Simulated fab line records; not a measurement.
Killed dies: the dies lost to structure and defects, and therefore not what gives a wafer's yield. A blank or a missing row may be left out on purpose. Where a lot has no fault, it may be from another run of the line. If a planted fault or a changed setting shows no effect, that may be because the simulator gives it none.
A lot that was struck, set against a sound lot | flow n5 finfet | 17 out of 1938 route steps
Sound: these wafers, L818.2, L818.4, L818.6. Struck: wafer L824.3. (L824.1 of the same lot was not struck and is left out.) The cause comes at the end.
Order at every step that has rows: each side's tool, ch and its chambers, its first start. Under that, the readings that differ: sound wafers | struck wafers | difference of the means | sigmas: that difference in standard deviations of wafers without a fault.
alike: same words and numbers on both sides, and readings whose means sit less than 2 such deviations apart. not compared: any withheld reading, any reading some wafer has no value for, any bound like >300 that may hide the same value, and any number with overlapping values for which the record gives no deviation.
The two part at a step that has a row with sigmas, a row that says differs or no value, or rows on one side only. When numbers do not overlap yet have no deviation, they are printed without sigmas and do not part them. A reading missing from all wafers of one side parts the sides only when that side holds two or more wafers.

first, 9 steps without rows for these wafers: N5_HKMG_FIN_SOFTBAKE_44 (time 60 s); N5_HKMG_FIN_EXPOSE_46 (exposes mask NDIPOLE); N5_HKMG_FIN_PEB_47 (peb time 60 s); N5_HKMG_FIN_DEVELOP_48 (develop time 30 s); N5_HKMG_FIN_DESCUM_53 (chemistry O2, time 7.9 s); N5_HKMG_FIN_ETCH_54 (etches SiARC in CF4, target depth 45.5 nm, time 75.8 s); N5_HKMG_FIN_ETCH_55 (etches SOC in N2/H2, target depth 240 nm, time 300 s); N5_HKMG_FIN_STRIP_56 (strips in N2/H2); N5_HKMG_FIN_STRIP_57 (strips in CF4).
N5_HKMG_FIN_ETCH_58: etches SOC in N2/H2, target depth 215.8 nm, time 741 s.
  sound on rie diel-01 ch 0,1,3, day 4 23:23; struck on rie diel-01 ch 1, day 6 10:10
  reading                                   | sound             | struck | difference | sigmas
  oes product au (a.u.)                     | 0.67 0.85 0.82    | 1.05   | +0.27      | +3
  model.HKMG_FIN.feature depth nm (nm)      | 212.2 227.2 211.4 | 313.6  | +96.7      |
  model.etch.depth nm (nm)                  | 212.2 227.1 211.4 | 313.7  | +96.8      |
  model.SOC_of_HKMG_FIN_COAT_41.thk nm (nm) | 89.6 73.2 90      | 0      | -84        |
  alike: drypump motor current A, rf vpp V, showerhead plenum p Torr, throttle valve pct
  not compared: rf hours counter h
N5_HKMG_FIN_STRIP_93: strips SOC in N2/H2, time 20 s.
  sound on rie diel-01 ch 0,1,3, day 4 23:49; struck on rie diel-01 ch 1, day 6 10:36
  reading                                    | sound        | struck | difference | sigmas
  model.SOC_of_HKMG_FIN_COAT_41.thk nm (nm)  | 79.2 62.6 80 | 0      | -74        |
  model.Al2O3_of_HKMG_FIN_ALD_75.thk nm (nm) | 1 1 1        | 0.4    | -0.6       |
  alike: drypump motor current A, oes product au, rf vpp V, showerhead plenum p Torr, throttle valve pct
  not compared: rf hours counter h
then, 2 steps without rows for these wafers: N5_HKMG_FIN_WET_ETCH_76 (etches Al2O3 in dNH4OH, stops on La2O3, target depth 2.25 nm, rinse time 30 s); N5_HKMG_FIN_STRIP_60 (strips in N2/H2, time 360 s).
N5_HKMG_FIN_WET_ETCH_77: etches La2O3 in dHCl, stops on HfO2, target depth 2 nm.
  sound on wet bench-05 ch 0,1,3, day 5 00:20; struck on wet bench-05 ch 7, day 6 11:08
  reading                                    | sound | struck | difference | sigmas
  model.Al2O3_of_HKMG_FIN_ALD_75.thk nm (nm) | 1 1 1 | 0.4    | -0.6       |
then, 1 step without rows for these wafers: N5_HKMG_FIN_WET_ETCH_78 (etches Al2O3 in dNH4OH, stops on La2O3, target depth 4.5 nm, rinse time 30 s).
-- here the record skips 4 days between the struck wafers' starts before and after, leaving off in module HKMG_FIN and picking up in module BEOL_M4 (first step shown: number 1111 of the route) --
N5_BEOL_M4_RC_MEAS_101:
  sound on prober-02 ch 0, day 9 06:36; struck on prober-01 ch 0, day 10 14:25
  reading       | sound          | struck | difference | sigmas
  DIBL_N (mV/V) | 38.4 33.5 31.5 | 30.1   | -4.4       | -2
  DIBL_P (mV/V) | 39.8 34.8 30.8 | 29.5   | -5.6       | -2
  alike: IOFF_N, IOFF_P, ION_N, ION_P, SS_N, SS_P, VT_N, VT_P
then, 1 step without rows for these wafers: N5_PASSIVATION_PROBE_49.

== WHERE THEY PART ==
At N5_HKMG_FIN_ETCH_58 first; at N5_BEOL_M4_RC_MEAS_101 last (within this record only).

WHY: whatever the simulator had introduced
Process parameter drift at N5_HKMG_FIN_ETCH_58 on rie diel-01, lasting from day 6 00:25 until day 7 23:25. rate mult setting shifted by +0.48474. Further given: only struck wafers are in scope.
